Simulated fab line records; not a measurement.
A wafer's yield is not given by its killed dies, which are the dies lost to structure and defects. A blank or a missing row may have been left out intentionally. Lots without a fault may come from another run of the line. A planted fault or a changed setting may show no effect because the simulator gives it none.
Chamber matching -- flow n5_finfet -- N5_BEOL_M9_ALD_74 on ald_metal-03 has 4 sister chambers
The step deposits TaN, target thk 2 nm, pulse time 2 s, purge time 3 s. 16 wafers are shown with their chamber, then 8 later ones without.

WAFERS WITH THEIR CHAMBER
wafer,chamber,heater_power_w (W)
L074.2,1,454
L074.3,0,425
L074.4,0,442
L075.3,0,444
L075.5,3,413
L075.6,0,428
L083.4,3,397
L083.5,1,461
L083.6,0,435
L084.3,2,408
L084.4,0,429
L084.5,2,406
L085.2,1,451
L085.3,0,418
L085.6,0,435
L087.2,2,404

SIGNATURES, as means of the wafers listed above
reading,chamber 0,chamber 1,chamber 2,chamber 3,scatter within a chamber
heater_power_w,432.00,455.33,406.00,405.00,7.75
Rule: distance of a wafer from a chamber = root of the sum over the readings of ((wafer's reading minus chamber's mean) / reading's scatter) squared. The wafer belongs to the nearest chamber; if the next one is less than 2 further off, it can't be placed. How the scatter is found: for the shown wafers, subtract from each reading the mean of its chamber, square and add these, divide the total by (wafers less chambers), then take the root.

WAFERS MISSING THEIR CHAMBER
wafer,heater_power_w (W)
L087.3,403
L087.6,430
L089.1,427
L089.4,443
L089.6,403
L094.2,456
L094.3,421
L094.5,407

THE CHAMBER EACH PASSED THROUGH
wafer,from the rows above,in truth
L087.3,can't be placed: 3 or 2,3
L087.6,0,0
L089.1,0,0
L089.4,can't be placed: 0 or 1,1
L089.6,can't be placed: 3 or 2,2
L094.2,1,1
L094.3,can't be placed: 0 or 2 or 3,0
L094.5,can't be placed: 2 or 3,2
3 of 8 placed correctly. Not placeable from these rows: 5 (in 5, the candidates include the true chamber). Wrongly placed: 0.
